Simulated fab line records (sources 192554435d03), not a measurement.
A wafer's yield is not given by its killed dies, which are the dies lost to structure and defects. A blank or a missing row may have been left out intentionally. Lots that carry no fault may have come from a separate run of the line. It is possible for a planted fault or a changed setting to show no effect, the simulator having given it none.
Struck lot and sound lot, side by side / flow n5 finfet / 26 out of 1938 route steps
Sound: these wafers, L366.4, L366.5, L366.6. Wafers L351.1, L351.3, L351.6 were the ones struck. At the end, the cause is stated.
Each step with rows lists, per side, the tool, then ch with its chambers, then its first start. Under that, the readings that differ: sound wafers / struck wafers / difference of the means / sigmas: that difference in standard deviations of wafers without a fault.
alike: words and numbers the same on both sides, and readings whose means are apart by under 2 such deviations; not compared: readings that were withheld, readings missing a value for some wafer, numbers with overlapping values and no deviation given by the record, and bounds like >300 which may hide the same value.
The two part at a step that has a row with sigmas, a row that says differs or no value, or rows on one side only. Numbers that have no deviation but don't overlap get no sigmas and don't part them. A reading missing from all wafers of one side parts the sides only when that side holds two or more wafers.

first, 8 steps without rows for these wafers: N5_BEOL_M6_DEVELOP_10 (develop time 30 s); N5_BEOL_M6_DESCUM_16 (chemistry O2, time 7.9 s); N5_BEOL_M6_ETCH_61 (etches SiARC in CF4, target depth 45.5 nm, time 75.8 s); N5_BEOL_M6_ETCH_62 (etches SOC in N2/H2, target depth 110 nm, overetch 22 nm, time 165 s); N5_BEOL_M6_STRIP_68 (strips in N2/H2); N5_BEOL_M6_STRIP_67 (strips in CF4); N5_BEOL_M6_HM_OPEN_17 (chemistry Cl2/BCl3, target TiN, target depth 20 nm, overetch 6 nm); N5_BEOL_M6_STRIP_19 (strips in O2).
N5_BEOL_M6_COAT_63: time 60 s, resist thk 60 nm.
  sound on litho track-01 ch 0, day 13 21:25; struck on litho track-05 ch 0, day 9 20:59
reading=spin speed rpm (rpm); sound=1500.5 1498.0 1500.7; struck=1535.2 1534.9 1535.7; difference=+35.5; sigmas=+40
reading=model.SOC_of_BEOL_M6_COAT_63.thk nm (nm); sound=60.2 60 60; struck=59.8 59.8 59.8; difference=-0.3; sigmas=
then, 11 steps without rows for these wafers: N5_BEOL_M6_COAT_64 (time 60 s, resist thk 12 nm); N5_BEOL_M6_COAT_71 (time 60 s, resist thk 5 nm); N5_BEOL_M6_COAT_22 (resist thk 30 nm); N5_BEOL_M6_EBR_24; N5_BEOL_M6_SOFTBAKE_23 (time 60 s); N5_BEOL_M6_EXPOSE_25 (exposes mask V5, target cd 40 nm); N5_BEOL_M6_PEB_26 (peb time 60 s); N5_BEOL_M6_DEVELOP_27 (develop time 30 s); N5_BEOL_M6_DESCUM_33 (chemistry O2, time 7 s); N5_BEOL_M6_ETCH_72 (etches underlayer in N2/H2, target depth 6.5 nm, time 5.2 s); N5_BEOL_M6_ETCH_65 (etches SiARC in CF4, target depth 15.6 nm, time 26 s).
N5_BEOL_M6_ETCH_66: etches SOC in N2/H2, target depth 80 nm, overetch 16 nm, time 120 s.
  sound on rie diel-06 ch 0,2,3, day 13 22:02; struck on rie diel-06 ch 1,2,3, day 9 21:28
reading=model.etch.depth nm (nm); sound=60.14 59.96 60.09; struck=59.78 59.87 59.73; difference=-0.27; sigmas=
  alike: drypump motor current A, n2 flow sccm, oes product au, rf vpp V, showerhead plenum p Torr, throttle valve pct
  not compared: rf hours counter h
then, 2 steps without rows for these wafers: N5_BEOL_M6_STRIP_69 (strips in N2/H2); N5_BEOL_M6_STRIP_73 (strips in N2/H2).
N5_BEOL_M6_VIA_ETCH_34: etches SiCOH lowk in C4F6/O2, target depth 126.3 nm, time 50.9 s.
  sound on rie diel-06 ch 0,2,3, day 13 22:08; struck on rie diel-06 ch 1,2,3, day 9 21:34
  alike: O2_flow_sccm, drypump motor current A, oes product au, rf vpp V, showerhead plenum p Torr, throttle valve pct
  not compared: rf hours counter h, model.SOC_of_BEOL_M6_COAT_63.thk nm
then, 1 step without rows for these wafers: N5_BEOL_M6_STRIP_76 (strips in C4F6/O2).
-- here the record skips 3 days between the struck wafers' starts before and after, leaving off in module BEOL_M6 and picking up in module PASSIVATION (first step shown: number 1936 of the route) --
N5_PASSIVATION_PROBE_49:
  sound on prober-01, day 17 09:28; struck on prober-01, day 13 04:44
reading=defect limited yield (%); sound=92.0 88.0 88.0; struck=90.9 91.9 94.2; difference=+3.0; sigmas=+2
reading=killed at front end; sound=59 60 65; struck=30 38 20; difference=-32; sigmas=-2
reading=killed dies; sound=94 142 142; struck=107 96 69; difference=-35; sigmas=-2
reading=sort n pass; sound=1086 1038 1038; struck=1073 1084 1111; difference=+35; sigmas=+2
reading=sort yield pct (%); sound=92.0 88.0 88.0; struck=90.9 91.9 94.2; difference=+3.0; sigmas=+2
  alike: killed_at_M0_to_M3, killed_at_M4_up, killed at contacts, killed at other, killed open, killed short, sort_bin_4_leakage, sort_bin_5_function, sort_bin_6_memory

== WHERE THEY PART ==
At N5_BEOL_M6_COAT_63 first; at N5_PASSIVATION_PROBE_49 last (within this record only).

WHY: the cause the simulator had injected
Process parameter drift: litho track-05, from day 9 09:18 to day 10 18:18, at N5_BEOL_M6_COAT_63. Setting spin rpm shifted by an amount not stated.
